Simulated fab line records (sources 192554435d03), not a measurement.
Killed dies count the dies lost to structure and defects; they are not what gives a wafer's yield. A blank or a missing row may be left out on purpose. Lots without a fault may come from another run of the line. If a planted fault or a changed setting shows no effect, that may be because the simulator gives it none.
Chamber matching    flow n5 finfet    4 sister chambers for N5_BEOL_M2_ALD_98 on ald sin-01
The step deposits SiO2, target thk 2.5 nm, pulse time 1 s, co reactant pulse time 1 s. 4 wafers are shown with their chamber, then 12 later ones without.

WAFERS WITH THEIR CHAMBER
wafer   chamber  heater power w (W)
L078.2  0        80
L087.2  1        92
L087.3  3        71
L087.5  2        70

WAFERS WITHOUT THEIR CHAMBER
wafer   heater power w (W)
L091.1  79
L091.2  73
L091.4  93
L093.1  72
L093.5  92
L093.6  77
L094.2  95
L094.3  72
L094.4  76
L097.1  73
L097.2  71
L097.4  96

EACH ONE'S CHAMBER
wafer   from the rows above           in truth
L091.1  0                             0
L091.2  can't be placed: 3 or 2       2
L091.4  1                             1
L093.1  can't be placed: 3 or 2       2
L093.5  1                             1
L093.6  can't be placed: 0 or 3 or 2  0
L094.2  1                             1
L094.3  can't be placed: 3 or 2       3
L094.4  can't be placed: 0 or 3 or 2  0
L097.1  can't be placed: 3 or 2       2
L097.2  can't be placed: 3 or 2       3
L097.4  1                             1
Correctly placed: 5 of 12. From these rows, 7 cannot be placed; in 7 the true chamber is one of the candidates. Wrongly placed: 0.
How it was worked out, from the rows above alone: a wafer's distance from a chamber is the root of the sum, over the readings, of the square of ((its reading less the chamber's mean) divided by the reading's scatter). If the next closest chamber is less than 2 further off than the closest, the wafer can't be placed; otherwise it belongs to the closest. The mean given for a chamber averages the wafers shown for that chamber. The scatter (one wafer shown for each chamber): square how far every hidden wafer sits from the nearest shown wafer, average those squares and take the square root.
